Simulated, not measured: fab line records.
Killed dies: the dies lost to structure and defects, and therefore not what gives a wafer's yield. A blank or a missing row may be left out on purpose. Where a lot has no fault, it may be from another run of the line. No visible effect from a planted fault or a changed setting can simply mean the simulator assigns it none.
A lot that was struck, set against a sound lot / flow nand harc / 39 steps out of a route of 1302
Sound: these wafers, L275.1, L275.3, L275.4. Struck: wafer L285.1. (L285.2, L285.5 of the same lot were not struck and are left out.) The cause comes at the end.
Per side, at each step with rows, come the tool, then ch with its chambers, and then its first start. Under that, the readings that differ: sound wafers / struck wafers / difference of the means / sigmas: that difference in standard deviations of wafers without a fault.
alike: words and numbers the same on both sides, and readings whose means are apart by under 2 such deviations; not compared: readings that were withheld, readings missing a value for some wafer, numbers with overlapping values and no deviation given by the record, and bounds like >300 which may hide the same value.
The two part at a step that has a row with sigmas, a row that says differs or no value, or rows on one side only. Numbers that have no deviation but don't overlap get no sigmas and don't part them. Lack of a reading on every wafer of one side parts them only where that side has two or more wafers.

first, 1 step without rows for these wafers: NHARC_P_BONDPAD_HARDBAKE_10 (time 65 s).
NHARC_P_BONDPAD_DESCUM_11: chemistry O2, time 3 s.
  sound on rie diel-06 ch 0,1,2, day 9 19:14; struck on rie diel-06 ch 1, day 13 15:13
reading=rf hours counter h (h); sound=2.4 2.2 2.8; struck=5.4; difference=+2.9; sigmas=
  alike: drypump motor current A, oes product au, rf vpp V, showerhead plenum p Torr, throttle valve pct
then, 1 step without rows for these wafers: NHARC_P_BONDPAD_ETCH_37 (etches the open film in N2/H2, target depth 60 nm, overetch 18 nm, time 65.91 s).
NHARC_P_BONDPAD_ETCH_12: etches the open film in CHF3/O2, target depth 200 nm, time 100 s.
  sound on rie diel-06 ch 0,1,2; struck on rie diel-06 ch 3
reading=rf hours counter h (h); sound=2.8 2.2 2.5; struck=5.0; difference=+2.5; sigmas=
  alike: drypump motor current A, oes product au, rf fwd power W, rf vpp V, showerhead plenum p Torr, throttle valve pct
NHARC_P_BONDPAD_CD_MEAS_13:
  sound: cd sem-01 at day 9 19:32; struck: cd sem-02 at day 13 15:31
  alike: cd nm
NHARC_P_BONDPAD_STRIP_15: strips in O2.
  sound on rie diel-06 ch 0,1,3, day 9 19:38; struck on rie diel-11 ch 1, day 13 15:36
reading=rf hours counter h (h); sound=2.9 2.5 2.5; struck=2.1; difference=-0.5; sigmas=
  alike: drypump motor current A, oes product au, rf vpp V, showerhead plenum p Torr, throttle valve pct
then, 6 steps without rows for these wafers: NHARC_P_BONDPAD_ETCH_24 (etches the open film in CF4/N2, target depth 30 nm, time 72.99 s); NHARC_P_BONDPAD_STRIP_16 (strips in post etch residue remover, time 600 s); NHARC_P_BONDPAD_DEGAS_25 (time 60 s); NHARC_P_BONDPAD_PRE_CLEAN_26 (time 30 s); NHARC_P_BONDPAD_PVD_17 (deposits TaN, target thk 5 nm, time 8.06 s); NHARC_P_BONDPAD_PVD_27 (deposits Cu, target thk 30 nm, time 20.49 s).
NHARC_P_BONDPAD_ECD_18: material Cu, target thk 400 nm.
  sound on ecd cu-02 ch 0,1, day 9 20:31; struck on ecd cu-01 ch 1, day 13 16:33
  alike: bath temp c
then, 3 steps without rows for these wafers: NHARC_P_BONDPAD_ANNEAL_28 (time 90 s); NHARC_P_BONDPAD_CMP_19 (polishes, t overpolish 30 s, cu recess touch 16 s, target thk 160.81 nm); NHARC_P_BONDPAD_SRD_21 (time 30 s, dry time 20 s).
NHARC_P_BONDPAD_INSPECT_23:
  sound: defect inspect-01 at day 9 21:51; struck: defect inspect-02 at day 13 17:49
  alike: raw defect count
NHARC_P_BONDPAD_ACTIVATE_29: chemistry N2, time 60 s.
  sound on rie diel-13 ch 1,2,3, day 9 21:55; struck on rie diel-06 ch 2, day 13 17:55
reading=rf hours counter h (h); sound=1.2 1.4 1.0; struck=5.0; difference=+3.8; sigmas=
  alike: drypump motor current A, oes product au, rf vpp V, showerhead plenum p Torr
then, 2 steps without rows for these wafers: NHARC_P_BONDPAD_PRECLEAN_30 (cleans in DIW, time 300 s); NHARC_P_BONDPAD_SRD_31 (time 30 s, dry time 20 s).
NHARC_A_START_INSPECT_01:
  the record holds rows for the sound wafers here (defect inspect-01, day 9 22:19) but none for the struck ones
then, 11 steps without rows for these wafers: NHARC_A_ZERO_WELL_PRECLEAN_00 (cleans in SPM, time 600 s); NHARC_A_ZERO_WELL_SRD_01; NHARC_A_ZERO_WELL_DEHYDRATE_02 (time 120 s); NHARC_A_ZERO_WELL_HMDS_03 (time 30 s); NHARC_A_ZERO_WELL_COAT_18 (time 65 s); NHARC_A_ZERO_WELL_COAT_04 (resist thk 600 nm); NHARC_A_ZERO_WELL_SOFTBAKE_05 (time 70 s); NHARC_A_ZERO_WELL_EBR_06; NHARC_A_ZERO_WELL_EXPOSE_07 (exposes mask A ZERO); NHARC_A_ZERO_WELL_PEB_08 (peb time 80 s); NHARC_A_ZERO_WELL_DEVELOP_09 (time 50 s).
NHARC_A_ZERO_WELL_CD_MEAS_10: the cd target is 2000 nm.
  the record has rows for the sound wafers here (cd sem-03 ch 0, day 9 23:14) and none for the struck ones
then, 1 step without rows for these wafers: NHARC_A_ZERO_WELL_HARDBAKE_11 (time 65 s).
NHARC_A_ZERO_WELL_DESCUM_12: chemistry O2, time 3 s.
  the record has rows for the sound wafers here (rie diel-03 ch 1,2,3, day 9 23:23) and none for the struck ones
then, 3 steps without rows for these wafers: NHARC_A_ZERO_WELL_ETCH_19 (etches the open film in N2/H2, target depth 80 nm, overetch 24 nm, time 87.88 s); NHARC_A_ZERO_WELL_ETCH_13 (etches the open film in HBr/Cl2, target depth 120 nm, time 40.1 s); NHARC_A_ZERO_WELL_STRIP_14 (strips in SPM, time 900 s).
-- break in the record here, with 18 days between the starts of the struck wafers on either side (left off in module A_ZERO_WELL, picked up again in module END, where the first step shown is number 1302 on the route) --
NHARC_END_SORT_01:
  sound on prober-01 ch 0, day 27 14:44; struck on prober-02 ch 0, day 31 14:47
reading=defect limited yield (%); sound=93.1 92.9 92.2; struck=0; difference=-93; sigmas=-39
reading=killed at periphery; sound=3 3 4; struck=653; difference=+650; sigmas=+99 or more
reading=killed dies; sound=47 48 53; struck=677; difference=+628; sigmas=+39
reading=sort_bin_2_pct (%); sound=1.5 2.1 3.5; struck=97.8; difference=+95.4; sigmas=+95
reading=sort_bin_4_pct (%); sound=5.2 4.3 4.3; struck=1.8; difference=-2.8; sigmas=-2
reading=sort n pass; sound=630 629 624; struck=0; difference=-628; sigmas=-39
reading=sort rim yield pct (%); sound=88 88 86; struck=0; difference=-87; sigmas=-20
reading=sort yield pct (%); sound=93.1 92.9 92.2; struck=0; difference=-93; sigmas=-39
  alike: killed at array, killed at other, killed open, killed short, sort_bin_3_pct

WHERE THEY PART
Last at NHARC_END_SORT_01 as far as this record goes, first at NHARC_A_START_INSPECT_01.

WHY: whatever the simulator had introduced
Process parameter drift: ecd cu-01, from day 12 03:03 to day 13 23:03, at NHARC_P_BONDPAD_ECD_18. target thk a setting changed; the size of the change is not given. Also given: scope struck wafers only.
